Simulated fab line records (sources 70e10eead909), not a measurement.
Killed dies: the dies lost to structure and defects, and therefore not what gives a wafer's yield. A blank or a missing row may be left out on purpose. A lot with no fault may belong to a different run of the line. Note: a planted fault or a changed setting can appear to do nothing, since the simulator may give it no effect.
Matching of chambers || flow nand-harc || NHARC_A_BONDPAD_STRIP_15 on rie-diel-12 has 4 sister chambers
The step strips in O2. 22 wafers are shown with their chamber, then 11 later ones without.

## WAFERS PAIRED WITH THEIR CHAMBERS
{"wafer": "L076.2", "chamber": 3, "drypump-motor-current-A (A)": 6.5, "showerhead-plenum-p-Torr (Torr)": 3.44, "rf-vpp-V (V)": 57.0}
{"wafer": "L076.5", "chamber": 3, "drypump-motor-current-A (A)": 6.5, "showerhead-plenum-p-Torr (Torr)": 3.44, "rf-vpp-V (V)": 57.9}
{"wafer": "L076.6", "chamber": 2, "drypump-motor-current-A (A)": 5.1, "showerhead-plenum-p-Torr (Torr)": 3.43, "rf-vpp-V (V)": 57.0}
{"wafer": "L077.3", "chamber": 0, "drypump-motor-current-A (A)": 5.5, "showerhead-plenum-p-Torr (Torr)": 3.50, "rf-vpp-V (V)": 55.6}
{"wafer": "L077.4", "chamber": 3, "drypump-motor-current-A (A)": 6.6, "showerhead-plenum-p-Torr (Torr)": 3.44, "rf-vpp-V (V)": 57.7}
{"wafer": "L077.5", "chamber": 2, "drypump-motor-current-A (A)": 5.1, "showerhead-plenum-p-Torr (Torr)": 3.43, "rf-vpp-V (V)": 56.7}
{"wafer": "L078.1", "chamber": 1, "drypump-motor-current-A (A)": 5.8, "showerhead-plenum-p-Torr (Torr)": 3.52, "rf-vpp-V (V)": 59.2}
{"wafer": "L078.2", "chamber": 2, "drypump-motor-current-A (A)": 5.1, "showerhead-plenum-p-Torr (Torr)": 3.43, "rf-vpp-V (V)": 57.8}
{"wafer": "L078.4", "chamber": 0, "drypump-motor-current-A (A)": 5.5, "showerhead-plenum-p-Torr (Torr)": 3.50, "rf-vpp-V (V)": 56.9}
{"wafer": "L085.3", "chamber": 1, "drypump-motor-current-A (A)": 5.8, "showerhead-plenum-p-Torr (Torr)": 3.51, "rf-vpp-V (V)": 57.8}
{"wafer": "L085.4", "chamber": 2, "drypump-motor-current-A (A)": 5.1, "showerhead-plenum-p-Torr (Torr)": 3.42, "rf-vpp-V (V)": 58.8}
{"wafer": "L085.5", "chamber": 0, "drypump-motor-current-A (A)": 5.5, "showerhead-plenum-p-Torr (Torr)": 3.50, "rf-vpp-V (V)": 56.4}
{"wafer": "L086.2", "chamber": 3, "drypump-motor-current-A (A)": 6.5, "showerhead-plenum-p-Torr (Torr)": 3.44, "rf-vpp-V (V)": 58.2}
{"wafer": "L086.5", "chamber": 1, "drypump-motor-current-A (A)": 5.8, "showerhead-plenum-p-Torr (Torr)": 3.51, "rf-vpp-V (V)": 58.5}
{"wafer": "L086.6", "chamber": 2, "drypump-motor-current-A (A)": 5.1, "showerhead-plenum-p-Torr (Torr)": 3.42, "rf-vpp-V (V)": 57.9}
{"wafer": "L084.4", "chamber": 1, "drypump-motor-current-A (A)": 5.9, "showerhead-plenum-p-Torr (Torr)": 3.51, "rf-vpp-V (V)": 57.7}
{"wafer": "L084.5", "chamber": 3, "drypump-motor-current-A (A)": 6.5, "showerhead-plenum-p-Torr (Torr)": 3.44, "rf-vpp-V (V)": 57.1}
{"wafer": "L084.6", "chamber": 2, "drypump-motor-current-A (A)": 5.1, "showerhead-plenum-p-Torr (Torr)": 3.42, "rf-vpp-V (V)": 57.7}
{"wafer": "L087.2", "chamber": 1, "drypump-motor-current-A (A)": 5.8, "showerhead-plenum-p-Torr (Torr)": 3.51, "rf-vpp-V (V)": 58.5}
{"wafer": "L087.3", "chamber": 3, "drypump-motor-current-A (A)": 6.6, "showerhead-plenum-p-Torr (Torr)": 3.43, "rf-vpp-V (V)": 58.2}
{"wafer": "L087.4", "chamber": 0, "drypump-motor-current-A (A)": 5.5, "showerhead-plenum-p-Torr (Torr)": 3.50, "rf-vpp-V (V)": 57.3}
{"wafer": "L091.2", "chamber": 2, "drypump-motor-current-A (A)": 5.1, "showerhead-plenum-p-Torr (Torr)": 3.41, "rf-vpp-V (V)": 57.3}

SIGNATURES (means of the wafers above)
{"reading": "drypump-motor-current-A", "chamber 0": 5.500, "chamber 1": 5.820, "chamber 2": 5.100, "chamber 3": 6.533, "scatter within a chamber": 0.0344}
{"reading": "showerhead-plenum-p-Torr", "chamber 0": 3.5000, "chamber 1": 3.5120, "chamber 2": 3.4229, "chamber 3": 3.4383, "scatter within a chamber": 0.0053}
{"reading": "rf-vpp-V", "chamber 0": 56.550, "chamber 1": 58.340, "chamber 2": 57.600, "chamber 3": 57.683, "scatter within a chamber": 0.638}
Rule: a wafer lies at a distance from a chamber equal to the root of the sum of squares, over the readings, of (its reading less the chamber's mean, divided by the reading's scatter). The wafer belongs to the nearest chamber; if the next one is less than 2 further off, it can't be placed. How the scatter is found: for the shown wafers, subtract from each reading the mean of its chamber, square and add these, divide the total by (wafers less chambers), then take the root.

## WAFERS WHOSE CHAMBER IS MISSING
{"wafer": "L091.3", "drypump-motor-current-A (A)": 6.5, "showerhead-plenum-p-Torr (Torr)": 3.43, "rf-vpp-V (V)": 57.1}
{"wafer": "L091.4", "drypump-motor-current-A (A)": 5.8, "showerhead-plenum-p-Torr (Torr)": 3.50, "rf-vpp-V (V)": 58.2}
{"wafer": "L092.1", "drypump-motor-current-A (A)": 5.1, "showerhead-plenum-p-Torr (Torr)": 3.41, "rf-vpp-V (V)": 58.2}
{"wafer": "L092.2", "drypump-motor-current-A (A)": 6.5, "showerhead-plenum-p-Torr (Torr)": 3.43, "rf-vpp-V (V)": 58.1}
{"wafer": "L092.5", "drypump-motor-current-A (A)": 5.8, "showerhead-plenum-p-Torr (Torr)": 3.50, "rf-vpp-V (V)": 56.5}
{"wafer": "L095.1", "drypump-motor-current-A (A)": 6.5, "showerhead-plenum-p-Torr (Torr)": 3.43, "rf-vpp-V (V)": 57.6}
{"wafer": "L095.2", "drypump-motor-current-A (A)": 5.1, "showerhead-plenum-p-Torr (Torr)": 3.41, "rf-vpp-V (V)": 57.3}
{"wafer": "L095.4", "drypump-motor-current-A (A)": 5.1, "showerhead-plenum-p-Torr (Torr)": 3.41, "rf-vpp-V (V)": 57.4}
{"wafer": "L096.1", "drypump-motor-current-A (A)": 5.5, "showerhead-plenum-p-Torr (Torr)": 3.48, "rf-vpp-V (V)": 56.8}
{"wafer": "L096.3", "drypump-motor-current-A (A)": 5.1, "showerhead-plenum-p-Torr (Torr)": 3.41, "rf-vpp-V (V)": 57.5}
{"wafer": "L096.6", "drypump-motor-current-A (A)": 6.5, "showerhead-plenum-p-Torr (Torr)": 3.42, "rf-vpp-V (V)": 58.4}

## CHAMBER TAKEN BY EACH
{"wafer": "L091.3", "from the rows above": 3, "in truth": 3}
{"wafer": "L091.4", "from the rows above": 1, "in truth": 1}
{"wafer": "L092.1", "from the rows above": 2, "in truth": 2}
{"wafer": "L092.2", "from the rows above": 3, "in truth": 3}
{"wafer": "L092.5", "from the rows above": 1, "in truth": 1}
{"wafer": "L095.1", "from the rows above": 3, "in truth": 3}
{"wafer": "L095.2", "from the rows above": 2, "in truth": 2}
{"wafer": "L095.4", "from the rows above": 2, "in truth": 2}
{"wafer": "L096.1", "from the rows above": 0, "in truth": 0}
{"wafer": "L096.3", "from the rows above": 2, "in truth": 2}
{"wafer": "L096.6", "from the rows above": 3, "in truth": 3}
Correctly placed: 11 of 11. Not placeable from these rows: 0. Placed wrongly: 0.
